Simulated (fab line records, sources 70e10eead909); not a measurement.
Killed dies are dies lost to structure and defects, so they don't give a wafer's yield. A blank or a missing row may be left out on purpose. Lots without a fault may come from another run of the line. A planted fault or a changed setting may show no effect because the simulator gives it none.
Chamber matching | flow nand_harc | NHARC_A_CHANNEL_FILL_D2_ALD_16 on ald_hk-04: 4 sister chambers
The step deposits SiO2, target thk 1.5 nm, pulse time 10 s, ald cycles 15. 8 wafers are shown with their chamber, then 7 later ones without.

WAFERS WITH THEIR CHAMBER
wafer  | chamber | heater_power_w (W) | precursor_pulse_height_rel
L077.1 | 3       | 571                | 0.996
L079.2 | 0       | 436                | 1.017
L079.5 | 1       | 471                | 0.953
L081.1 | 2       | 504                | 0.970
L081.3 | 0       | 451                | 0.990
L081.6 | 2       | 500                | 0.996
L086.1 | 1       | 481                | 0.976
L086.2 | 3       | 569                | 1.001

WAFERS WITHOUT THEIR CHAMBER
wafer  | heater_power_w (W) | precursor_pulse_height_rel
L086.3 | 447                | 0.982
L096.1 | 445                | 1.017
L096.3 | 494                | 1.042
L096.6 | 501                | 1.019
L097.1 | 444                | 1.023
L097.2 | 496                | 0.995
L097.4 | 487                | 0.990

WHICH CHAMBER EACH WENT THROUGH
wafer  | from the rows above     | in truth
L086.3 | 0                       | 0
L096.1 | 0                       | 0
L096.3 | can't be placed: 2 or 1 | 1
L096.6 | 2                       | 2
L097.1 | 0                       | 0
L097.2 | 2                       | 2
L097.4 | can't be placed: 2 or 1 | 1
Placed correctly: 5 of 7. Can't be placed from these rows: 2 (the true chamber is among the candidates in 2). Placed wrongly: 0.
How it was worked out, from the rows above alone: a wafer's distance from a chamber is the root of the sum, over the readings, of the square of ((its reading less the chamber's mean) divided by the reading's scatter). The wafer belongs to the nearest chamber; if the next one is less than 2 further off, it can't be placed. A chamber's mean is the mean of its shown wafers. The scatter: the root of (the sum of the squares of (reading less its chamber's mean) over the shown wafers, divided by (wafers less chambers)).
